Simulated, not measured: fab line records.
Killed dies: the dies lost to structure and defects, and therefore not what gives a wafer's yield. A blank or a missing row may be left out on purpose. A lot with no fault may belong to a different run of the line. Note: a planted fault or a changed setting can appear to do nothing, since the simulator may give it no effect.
Chamber matching	flow nand_harc	NHARC_A_STAIRCASE_ETCH_292 on rie_diel-02 has 4 sister chambers
The step etches the open film in CF4/CHF3. 14 wafers are shown with their chamber, then 7 later ones without.

## EACH WAFER AND ITS CHAMBER
wafer	chamber	showerhead_plenum_p_Torr (Torr)	drypump_motor_current_A (A)	rf_vpp_V (V)
L074.1	3	1.69	6.5	375.1
L074.3	0	1.67	5.7	373.3
L074.5	1	1.58	6.1	369.6
L080.1	0	1.67	5.7	374.4
L080.4	0	1.67	5.7	373.7
L080.5	1	1.57	6.1	371.4
L078.2	0	1.67	5.7	373.9
L078.4	3	1.69	6.5	373.9
L078.6	1	1.57	6.1	370.1
L083.1	3	1.68	6.6	374.0
L083.3	2	1.52	6.0	368.6
L083.5	0	1.67	5.7	372.5
L089.3	0	1.66	5.8	373.5
L089.5	3	1.68	6.5	374.2

SIGNATURES, as means of the wafers listed above
reading	chamber 0	chamber 1	chamber 2	chamber 3	scatter within a chamber
showerhead_plenum_p_Torr	1.6683	1.5733	1.5200	1.6850	0.005
drypump_motor_current_A	5.717	6.100	6.000	6.525	0.0398
rf_vpp_V	373.550	370.367	368.600	374.300	0.683
Rule: distance of a wafer from a chamber = root of the sum over the readings of ((wafer's reading minus chamber's mean) / reading's scatter) squared. The wafer belongs to the nearest chamber; if the next one is less than 2 further off, it can't be placed. The scatter: the root of (the sum of the squares of (reading less its chamber's mean) over the shown wafers, divided by (wafers less chambers)).

## WAFERS WITH NO CHAMBER GIVEN
wafer	showerhead_plenum_p_Torr (Torr)	drypump_motor_current_A (A)	rf_vpp_V (V)
L089.6	1.66	5.7	373.2
L091.4	1.51	6.0	368.2
L091.5	1.66	5.8	373.3
L091.6	1.56	6.1	371.6
L096.1	1.67	6.6	373.5
L096.4	1.56	6.1	370.0
L096.6	1.67	6.6	373.9

## WHICH CHAMBER EACH WENT THROUGH
wafer	from the rows above	in truth
L089.6	0	0
L091.4	2	2
L091.5	0	0
L091.6	1	1
L096.1	3	3
L096.4	1	1
L096.6	3	3
Placed correctly: 7 of 7. Left unplaced by these rows: 0. Wrongly placed: 0.
